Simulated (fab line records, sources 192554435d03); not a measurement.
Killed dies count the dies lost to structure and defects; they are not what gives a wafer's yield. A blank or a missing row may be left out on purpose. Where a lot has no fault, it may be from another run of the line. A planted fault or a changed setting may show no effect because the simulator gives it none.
Comparing a struck lot with a sound one    flow n5 finfet    36 out of 1938 route steps
Sound: the wafers L611.4, L611.5, L611.6. Wafers L616.1, L616.2, L616.6 were the ones struck. At the end, the cause is stated.
For every step that has rows: the tool of each side, followed by ch and its chambers, followed by its first start. Under that, the readings that differ: sound wafers    struck wafers    difference of the means    sigmas: that difference in standard deviations of wafers without a fault.
alike: readings whose means differ by less than 2 such deviations, and words and numbers that are the same on both sides. not compared: withheld readings, readings that some wafer has no value for, bounds like >300 that may hide the same value, and numbers for which the record gives no deviation and whose values overlap.
The two part at a step that has a row with sigmas, a row that says differs or no value, or rows on one side only. Non-overlapping numbers with no deviation appear without sigmas and do not part them. A reading missing from all wafers of one side parts the sides only when that side holds two or more wafers.

first, 10 steps without rows for these wafers: N5_MOL_CONTACT_COAG_ETCH_48 (etches SiOC in C4F6/O2, target depth 15 nm, overetch 4.5 nm, time 17 s); N5_MOL_CONTACT_COAG_STRIP_72 (strips in N2/H2); N5_MOL_CONTACT_COAG_STRIP_49 (strips in N2/H2, time 30 s); N5_MOL_CONTACT_COAG_PRECLEAN_138 (cleans in alkaline clean, time 60 s); N5_MOL_CONTACT_COAG_SRD_139 (time 30 s); N5_MOL_CONTACT_COAG_PRE_CLEAN_121; N5_MOL_CONTACT_COAG_CVD_140 (deposits W, target thk 66.5 nm, time 215 s); N5_MOL_CONTACT_COAG_PRECLEAN_127 (cleans in DIW, time 57.5 s); N5_MOL_CONTACT_COAG_SRD_128 (dry time 32 s); N5_MOL_CONTACT_COAG_CMP_52 (polishes, stops on SiO2, t overpolish 1.5 s, target thk 66.5 nm).
N5_MOL_CONTACT_COAG_ANNEAL_112: time 1800 s.
  sound on hp anneal-01 ch 0, day 7 01:32; struck on hp anneal-01 ch 0, day 8 06:34
reading                    sound              struck             difference  sigmas
spike tc bottom C (C)      426.5 426.2 428.1  390.2 388.4 390.1  -37.4       -42
spike tc centre C (C)      399.8 399.8 400.1  362.8 362.2 364.6  -36.7       -39
spike tc lower C (C)       400.3 399.1 400.7  363.2 362.2 362.3  -37.5       -34
spike tc top C (C)         432.2 432.5 433.0  396.7 396.6 396.2  -36.1       -38
spike tc upper C (C)       400.5 399.0 400.4  361.4 362.2 361.6  -38.2       -39
wafer_temp_C_max           402.7 401.8 402.4  365.1 364.8 365.3  -37.2       -93
zone power bottom pct (%)  12.52 12.75 12.74  11.01 11.18 11.11  -1.57       -13
zone power centre pct (%)  9.41 9.52 9.51     8.22 8.33 8.22     -1.22       -12
zone power lower pct (%)   9.38 9.26 9.25     8.08 8.24 8.20     -1.12       -13
zone power top pct (%)     22.38 22.70 22.63  19.69 19.63 19.73  -2.89       -14
zone power upper pct (%)   6.76 6.74 6.80     6.03 6.06 5.99     -0.74       -11
then, 23 steps without rows for these wafers: N5_BEOL_M0_SAQP_PECVD_00 (deposits SiCN from 3MS/NH3, target thk 8 nm, time 14 s); N5_BEOL_M0_SAQP_ILD_DEP_01 (deposits SiOC from DEMS/O2, target thk 45.419 nm, time 8.7 s); N5_BEOL_M0_SAQP_HM_DEP_02 (deposits TiN, target thk 12 nm); N5_BEOL_M0_SAQP_PECVD_03 (deposits SiCN from 3MS/NH3, target thk 12 nm, time 21.1 s); N5_BEOL_M0_SAQP_PECVD_96 (deposits a-Si from SiH4/He, target thk 45 nm, time 45.2 s); N5_BEOL_M0_SAQP_PECVD_97 (deposits SiNx from SiH4/NH3/N2, target thk 23 nm, time 19.9 s); N5_BEOL_M0_SAQP_PECVD_04 (deposits a-Si from SiH4/He, target thk 60 nm, time 60.2 s); N5_BEOL_M0_SAQP_HM_DEP_111 (deposits SiO2 from SiH4/N2O, target thk 12 nm, time 7.2 s); N5_BEOL_M0_SAQP_COAT_81 (time 60 s, resist thk 100 nm); N5_BEOL_M0_SAQP_COAT_82 (time 60 s, resist thk 30 nm); N5_BEOL_M0_SAQP_COAT_08 (resist thk 90 nm); N5_BEOL_M0_SAQP_EBR_10; N5_BEOL_M0_SAQP_SOFTBAKE_09 (time 60 s); N5_BEOL_M0_SAQP_EXPOSE_11 (exposes mask M0 CORE, target cd 42 nm); N5_BEOL_M0_SAQP_PEB_12 (peb time 60 s); N5_BEOL_M0_SAQP_DEVELOP_13 (develop time 30 s); N5_BEOL_M0_SAQP_DESCUM_19 (chemistry O2, time 7.9 s); N5_BEOL_M0_SAQP_ETCH_83 (etches SiARC in CF4, target depth 39 nm, time 65 s); N5_BEOL_M0_SAQP_ETCH_84 (etches SOC in N2/H2, target depth 100 nm, overetch 20 nm, time 150 s); N5_BEOL_M0_SAQP_STRIP_80 (strips in N2/H2); N5_BEOL_M0_SAQP_HM_OPEN_112 (chemistry CHF3/O2, target SiO2, stops on a-Si, target depth 12 nm, time 13.5 s); N5_BEOL_M0_SAQP_STRIP_113 (strips in CHF3/O2); N5_BEOL_M0_SAQP_MANDREL_ETCH_20 (etches a-Si in HBr/Cl2, stops on SiNx, target depth 60 nm, bt time 10 s, time 30 s).
-- record jumps: 3 days separate the struck wafers' starts on either side; left off in module BEOL_M0_SAQP, taken up again in module BEOL_M4, whose first shown step is the route's number 1111 --
N5_BEOL_M4_RC_MEAS_101:
  sound on prober-01 ch 0, day 10 00:29; struck on prober-01 ch 0, day 11 03:50
reading              sound                      struck                      difference  sigmas
IOFF_N_LONG (nA/um)  5.8e-05 5.67e-05 5.84e-05  6.61e-05 6.54e-05 6.67e-05  +8.37e-06   +4
ION_P (uA/um)        469 468 464                429 437 431                 -35         -5
SS_N (mV/dec)        72.0 72.0 71.0             73.2 73.0 73.4              +1.5        +3
SS_P (mV/dec)        73.7 73.8 72.9             76.5 77.3 76.2              +3.2        +6
VT_N (mV)            246.1 250.8 254.1          257.0 256.3 258.4           +6.9        +3
VT_N_LONG (mV)       271.4 276.1 272.4          282.4 285.0 283.4           +10.3       +5
VT_N_LVT (mV)        95.1 95.9 102.3            106.9 105.8 107.6           +9.0        +3
VT_P (mV)            -248 -248 -251             -262 -265 -264              -15         -5
VT_P_LONG (mV)       -274.8 -271.1 -274.5       -294.0 -290.0 -291.4        -18.3       -6
VT_P_LVT (mV)        -94.8 -94.7 -98.4          -112.5 -112.9 -114.5        -17.3       -6
  alike: DIBL_N, DIBL_P, IOFF_N, IOFF_P, ION_N
-- here the record skips 4 days between the struck wafers' starts before and after, leaving off in module BEOL_M4 and picking up in module PASSIVATION (first step shown: number 1936 of the route) --
N5_PASSIVATION_PROBE_49:
  sound on prober-01 at day 14 02:05; struck on prober-02 at day 15 06:49
reading               sound           struck            difference  sigmas
sort_bin_8_speed (%)  0 0 0           22.80 1.19 19.58  +14.52      
sort n pass           1086 1081 1094  821 1056 845      -180        -11
sort yield pct (%)    92.0 91.6 92.7  69.6 89.5 71.6    -15.2       -11
  alike: defect limited yield, killed_at_M0_to_M3, killed_at_M4_up, killed at contacts, killed at front end, killed at other, killed dies, killed open, killed short, sort_bin_5_function, sort_bin_6_memory

WHERE THEY PART
Last at N5_PASSIVATION_PROBE_49 as far as this record goes, first at N5_MOL_CONTACT_COAG_ANNEAL_112.

WHY: whatever the simulator had introduced
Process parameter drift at N5_MOL_CONTACT_COAG_ANNEAL_112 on hp anneal-01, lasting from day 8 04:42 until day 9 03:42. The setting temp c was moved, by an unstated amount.
